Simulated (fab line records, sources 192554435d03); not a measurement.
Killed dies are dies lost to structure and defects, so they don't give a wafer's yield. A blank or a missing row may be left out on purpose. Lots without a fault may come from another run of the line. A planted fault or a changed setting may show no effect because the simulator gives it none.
Chamber matching | flow n5_finfet | N5_BEOL_M0_SAQP_CUT_ETCH_46 on rie_diel-03: 4 sister chambers
The step etches SOC in N2/H2, target depth 135 nm, overetch 27 nm, time 202.5 s. 4 wafers are shown with their chamber, then 9 later ones without.

WAFERS WITH THEIR CHAMBER
wafer  | chamber | showerhead_plenum_p_Torr (Torr)
L085.2 | 1       | 2.53
L085.3 | 2       | 2.42
L091.4 | 3       | 2.63
L091.6 | 0       | 2.67

WAFERS WITHOUT THEIR CHAMBER
wafer  | showerhead_plenum_p_Torr (Torr)
L093.1 | 2.41
L093.3 | 2.67
L093.5 | 2.52
L095.1 | 2.52
L095.2 | 2.66
L095.4 | 2.41
L094.1 | 2.63
L094.4 | 2.52
L094.5 | 2.52

WHICH CHAMBER EACH WENT THROUGH
wafer  | from the rows above | in truth
L093.1 | 2                   | 2
L093.3 | 0                   | 0
L093.5 | 1                   | 1
L095.1 | 1                   | 1
L095.2 | 0                   | 0
L095.4 | 2                   | 2
L094.1 | 3                   | 3
L094.4 | 1                   | 1
L094.5 | 1                   | 1
Placed correctly: 9 of 9. Can't be placed from these rows: 0. Placed wrongly: 0.
How it was worked out, from the rows above alone: a wafer's distance from a chamber is the root of the sum, over the readings, of the square of ((its reading less the chamber's mean) divided by the reading's scatter). The wafer belongs to the nearest chamber; if the next one is less than 2 further off, it can't be placed. A chamber's mean is the mean of its shown wafers. The scatter: with one shown wafer a chamber, the root of the mean of the squares of how far each hidden wafer lies from its nearest shown one.
